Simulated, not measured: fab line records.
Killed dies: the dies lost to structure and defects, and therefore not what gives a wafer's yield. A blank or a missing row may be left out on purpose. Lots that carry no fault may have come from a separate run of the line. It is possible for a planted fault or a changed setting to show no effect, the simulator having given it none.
Which tool was responsible? | flow n5_finfet | 11 lots (33 wafers sampled), 1 step of a 1938-step route

## WHAT THE GAUGES SHOWED, per wafer
N5_MIM_TOP_LITHO_INSPECT_12: inspects for defects (macro).
lot  | measured     | on                | raw_defect_count
L285 | day 12 17:52 | defect_inspect-02 | 5 4 4
L286 | day 13 12:50 | defect_inspect-01 | 2 4 4
L292 | day 14 06:08 | defect_inspect-02 | 0 3 1
L290 | day 15 00:01 | defect_inspect-02 | 2 1 2
L293 | day 15 08:34 | defect_inspect-02 | 2 2 1
L291 | day 15 10:08 | defect_inspect-01 | 6 4 0
L297 | day 16 04:53 | defect_inspect-02 | 0 3 2
L299 | day 16 12:16 | defect_inspect-02 | 1 4 4
L298 | day 16 15:03 | defect_inspect-02 | 2 1 2
L305 | day 17 12:32 | defect_inspect-01 | 0 2 1
L306 | day 18 22:37 | defect_inspect-02 | 1 3 1

## TOOL THAT RAN EACH LOT (tool first, then ch and the chambers of the sampled wafers, then the start)
Record: no process step prior to these readings.

## THE ANSWER, worked out from the rows above alone
Rule: what is usual is taken from the lots themselves. Put in order of their means at a reading, lots are off if they are a third of the lots or fewer, leave a main group of 4 or more, and stand apart from it by a gap of 3 or more times the standard deviation of the main group's means; of several such gaps the widest counts. The tables above print the reading to a certain number of digits; a main group whose means all agree to those digits is not used. Also off: a lot with no number at a reading for which 4 or more lots have one. Any other lot the step has rows for is counted as sound.
None of the lots is off at any reading shown; this tells nothing.

## WHAT THE SIMULATOR PUT IN
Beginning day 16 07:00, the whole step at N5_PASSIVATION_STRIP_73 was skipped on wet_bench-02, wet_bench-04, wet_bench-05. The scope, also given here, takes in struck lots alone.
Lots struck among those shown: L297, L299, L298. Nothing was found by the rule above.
